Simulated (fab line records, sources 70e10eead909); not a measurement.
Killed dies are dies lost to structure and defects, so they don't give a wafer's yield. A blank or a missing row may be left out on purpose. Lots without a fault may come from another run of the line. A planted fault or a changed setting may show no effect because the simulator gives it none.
Chamber matching | flow nand_harc | NHARC_P_STI_DESCUM_14 on rie_diel-06: 4 sister chambers
The step chemistry O2, time 3 s. 4 wafers are shown with their chamber, then 10 later ones without.

WAFERS WITH THEIR CHAMBER
wafer  | chamber | drypump_motor_current_A (A)
L079.6 | 1       | 5.4
L084.1 | 2       | 5.6
L085.2 | 3       | 5.5
L085.3 | 0       | 5.2

WAFERS WITHOUT THEIR CHAMBER
wafer  | drypump_motor_current_A (A)
L085.6 | 5.2
L089.2 | 5.4
L089.5 | 5.2
L089.6 | 5.5
L092.1 | 5.6
L092.2 | 5.1
L092.4 | 5.4
L094.1 | 5.4
L094.4 | 5.5
L094.5 | 5.5

WHICH CHAMBER EACH WENT THROUGH
wafer  | from the rows above | in truth
L085.6 | 0                   | 0
L089.2 | 1                   | 1
L089.5 | 0                   | 0
L089.6 | 3                   | 3
L092.1 | 2                   | 2
L092.2 | 0                   | 0
L092.4 | 1                   | 1
L094.1 | 1                   | 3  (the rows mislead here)
L094.4 | 3                   | 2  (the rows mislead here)
L094.5 | 3                   | 3
Placed correctly: 8 of 10. Can't be placed from these rows: 0. Placed wrongly: 2.
How it was worked out, from the rows above alone: a wafer's distance from a chamber is the root of the sum, over the readings, of the square of ((its reading less the chamber's mean) divided by the reading's scatter). The wafer belongs to the nearest chamber; if the next one is less than 2 further off, it can't be placed. A chamber's mean is the mean of its shown wafers. The scatter: with one shown wafer a chamber, the root of the mean of the squares of how far each hidden wafer lies from its nearest shown one.
